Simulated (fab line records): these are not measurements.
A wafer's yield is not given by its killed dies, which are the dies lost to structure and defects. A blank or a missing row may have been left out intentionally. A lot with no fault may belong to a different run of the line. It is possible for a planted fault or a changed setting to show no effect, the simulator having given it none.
Code-filled problem report in 8D (eight disciplines) form / flow n5_finfet / the parts of the form that need people (team, actions taken, sign-off) are left out

== 1. THE PROBLEM ==
Mean of lamp_zone_7_pct at N5_WELL_APT_RTA_34: 12.577 % across 12 wafers in 4 lots; on wafers with no fault it is 13.423 % (standard deviation 0.025). That puts it -34 standard deviations away from the usual mean.
The step: time 10 s.
Earliest sighting: wafer L120.4 on rtp_anneal-02 at day 6 03:52. The record has a number at this step for 32 wafers belonging to 11 lots. By rule, "out" or "out of limits" means more than 4 standard deviations away from the usual mean. The rest of the wafers with a number are treated as sound.

== 2. WHAT THIS IS AND IS NOT ==
question=which readings at this step; is=lamp_zone_7_pct, lamp_power_pct, lamp_zone_1_pct, lamp_zone_2_pct, lamp_zone_3_pct, lamp_zone_4_pct, lamp_zone_5_pct, lamp_zone_6_pct; is not=-
question=which lots; is=L120, L121, L122, L123; is not=L103, L104, L105, L110, L112, L114, L117
question=which wafers of those lots; is=all that have a number; is not=-
question=read on which tools; is=rtp_anneal-02; is not=rtp_anneal-01
question=when; is=from day 6 03:52; is not=up to then (20 sound wafers)

== 3. THE SUSPECTS, EACH WITH WHAT RULES IT OUT ==
Counting: a tool stays on the suspect list if, at a process step up to the reading, it processed all lots that are out and no sound lot following the first of them.
- rtp_anneal-02 at N5_WELL_APT_RTA_34 (time 10 s): kept. It ran every lot that is out, first L120 (day 6 03:52), and no sound lot after that; its last sound lot up to then is L117 (day 5 09:49). Its own readings are out on those wafers: lamp_power_pct, lamp_zone_1_pct, lamp_zone_2_pct, lamp_zone_3_pct, lamp_zone_4_pct, lamp_zone_5_pct, lamp_zone_6_pct, lamp_zone_7_pct.
Left after counting: rtp_anneal-02 at N5_WELL_APT_RTA_34.

== 4. THE CAUSE (what the simulator had put in) ==
Process parameter drift: rtp_anneal-02, from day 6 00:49 on, at N5_WELL_APT_RTA_34. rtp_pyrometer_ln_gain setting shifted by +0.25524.
Counting left only this tool.

== 5. THE EFFECT CHAIN, in route order ==
Each row: a reading whose mean over the struck wafers that have a number lies more than 3 standard deviations from the usual. Only readings for which the record gives a usual standard deviation are gone through. hours: the time from each lot's start at the first step in this table that gives one to its start at this step, as a median over the lots. sigmas: the change in usual standard deviations.
hours=0; step=N5_WELL_APT_RTA_34; reading=lamp_power_pct; usual=13.00 %; on struck wafers=12.18; change=-0.82; sigmas=-16
hours=0; step=N5_WELL_APT_RTA_34; reading=lamp_zone_1_pct; usual=12.996 %; on struck wafers=12.183; change=-0.813; sigmas=-31
hours=0; step=N5_WELL_APT_RTA_34; reading=lamp_zone_2_pct; usual=12.993 %; on struck wafers=12.163; change=-0.830; sigmas=-32
hours=0; step=N5_WELL_APT_RTA_34; reading=lamp_zone_3_pct; usual=12.997 %; on struck wafers=12.175; change=-0.822; sigmas=-33
hours=0; step=N5_WELL_APT_RTA_34; reading=lamp_zone_4_pct; usual=12.995 %; on struck wafers=12.176; change=-0.819; sigmas=-29
hours=0; step=N5_WELL_APT_RTA_34; reading=lamp_zone_5_pct; usual=12.997 %; on struck wafers=12.176; change=-0.821; sigmas=-30
hours=0; step=N5_WELL_APT_RTA_34; reading=lamp_zone_6_pct; usual=12.920 %; on struck wafers=12.093; change=-0.827; sigmas=-30
hours=0; step=N5_WELL_APT_RTA_34; reading=lamp_zone_7_pct; usual=13.423 %; on struck wafers=12.577; change=-0.846; sigmas=-34
The process steps in it:
- N5_WELL_APT_RTA_34: time 10 s.
Later steps that measure or inspect, where all struck wafers having a row at the step show a number for every such reading and not one has moved that far: N5_WELL_APT_INSPECT_38, N5_BEOL_M4_RC_MEAS_101.

== 6. HOW IT WOULD HAVE BEEN CAUGHT EARLIER ==
The fault began at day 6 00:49; the first out-of-limits reading in this record came at day 6 03:52, 3 hours later.
